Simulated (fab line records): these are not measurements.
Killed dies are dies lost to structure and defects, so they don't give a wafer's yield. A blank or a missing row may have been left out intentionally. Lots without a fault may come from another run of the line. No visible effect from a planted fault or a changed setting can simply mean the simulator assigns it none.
A lot that was struck, set against a sound lot | flow n5-finfet | 14 steps out of a route of 1938
Sound: the wafers L107.2, L107.4, L107.6. The struck wafers were L110.1, L110.4, L110.5. The cause comes at the end.
At each step with rows: each side's tool, then ch and its chambers, then its first start. Under that, the readings that differ: sound wafers | struck wafers | difference of the means | sigmas: that difference in standard deviations of wafers without a fault.
alike: a reading whose means differ by less than 2 such deviations, as well as words and numbers matching on both sides. not compared: withheld readings; readings where some wafer has no value; bounds like >300 that might hide an equal value; numbers whose values overlap and for which the record gives no deviation.
Wherever a step has rows on one side only, a row that says differs or no value, or a row with sigmas, the two part there. Numbers that don't overlap but have no deviation are shown without sigmas and don't part them. A reading that every wafer of one side lacks parts them only if that side has two wafers or more.

N5_BEOL_M11_ETCH_61: etches SiARC in CF4, target depth 39 nm, time 65 s.
  sound on rie-diel-03 ch 0,1,2, day 11 22:40; struck on rie-diel-04 ch 0,1, day 12 16:13
  alike: drypump-motor-current-A, etch-rf-on-time-s, oes-product-au, rf-vpp-V, showerhead-plenum-p-Torr, throttle-valve-pct
  not compared: rf-hours-counter-h
N5_BEOL_M11_ETCH_62: etches SOC in N2/H2, target depth 110 nm, overetch 22 nm, time 165 s.
  sound on rie-diel-03 ch 0,1,2, day 11 22:43; struck on rie-diel-04 ch 0,1, day 12 16:16
  alike: drypump-motor-current-A, n2-flow-sccm, oes-product-au, rf-vpp-V, showerhead-plenum-p-Torr, temp-c, throttle-valve-pct
  not compared: rf-hours-counter-h
then, 1 step without rows for these wafers: N5_BEOL_M11_STRIP_68 (strips in N2/H2).
N5_BEOL_M11_STRIP_67: strips in CF4.
  sound on rie-diel-03 ch 0,1,2, day 11 22:52; struck on rie-diel-04 ch 0,1, day 12 16:24
  alike: drypump-motor-current-A, oes-product-au, rf-vpp-V, showerhead-plenum-p-Torr, throttle-valve-pct
  not compared: rf-hours-counter-h
N5_BEOL_M11_HM_OPEN_17: chemistry Cl2/BCl3, target TiN, target depth 20 nm, overetch 6 nm.
  sound on rie-metal-01 ch 0,1, day 11 22:54; struck on rie-metal-02 ch 0,1, day 12 16:26
  alike: drypump-motor-current-A, oes_ar_750_au, oes-product-au, throttle-valve-pct
  not compared: rf-hours-counter-h
N5_BEOL_M11_STRIP_19: strips in O2.
  sound on rie-diel-04 ch 0,1, day 11 23:01; struck on rie-diel-02 ch 0,1,2, day 12 16:39
  alike: drypump-motor-current-A, oes-product-au, rf-vpp-V, showerhead-plenum-p-Torr, temp-c, throttle-valve-pct
  not compared: rf-hours-counter-h
N5_BEOL_M11_CD_MEAS_18: pitch 140 nm, target cd 70 nm.
  struck on cd-sem-03, day 12 16:43; sound on cd-sem-01, day 11 23:05
  alike: cd-nm
then, 5 steps without rows for these wafers: N5_BEOL_M11_COAT_63 (time 60 s, resist thk 100 nm); N5_BEOL_M11_COAT_64 (time 60 s, resist thk 30 nm); N5_BEOL_M11_COAT_22 (resist thk 90 nm); N5_BEOL_M11_EBR_24; N5_BEOL_M11_SOFTBAKE_23 (time 60 s).
N5_BEOL_M11_EXPOSE_25: exposes mask V10.
  struck on arfi-scanner-01, day 12 18:32; sound on arfi-scanner-01 ch 0, day 12 01:29
  no value came back on the struck wafers for exposure-dose-mJ-cm2, focus-offset-nm (nm); on the sound wafers exposure-dose-mJ-cm2 reads 85.39 85.38 85.46
  alike: mask
then, 1 step without rows for these wafers: N5_BEOL_M11_PEB_26 (peb time 60 s).

== WHERE THEY PART ==
Only at N5_BEOL_M11_EXPOSE_25, as far as this record shows.

WHY: the cause the simulator had injected
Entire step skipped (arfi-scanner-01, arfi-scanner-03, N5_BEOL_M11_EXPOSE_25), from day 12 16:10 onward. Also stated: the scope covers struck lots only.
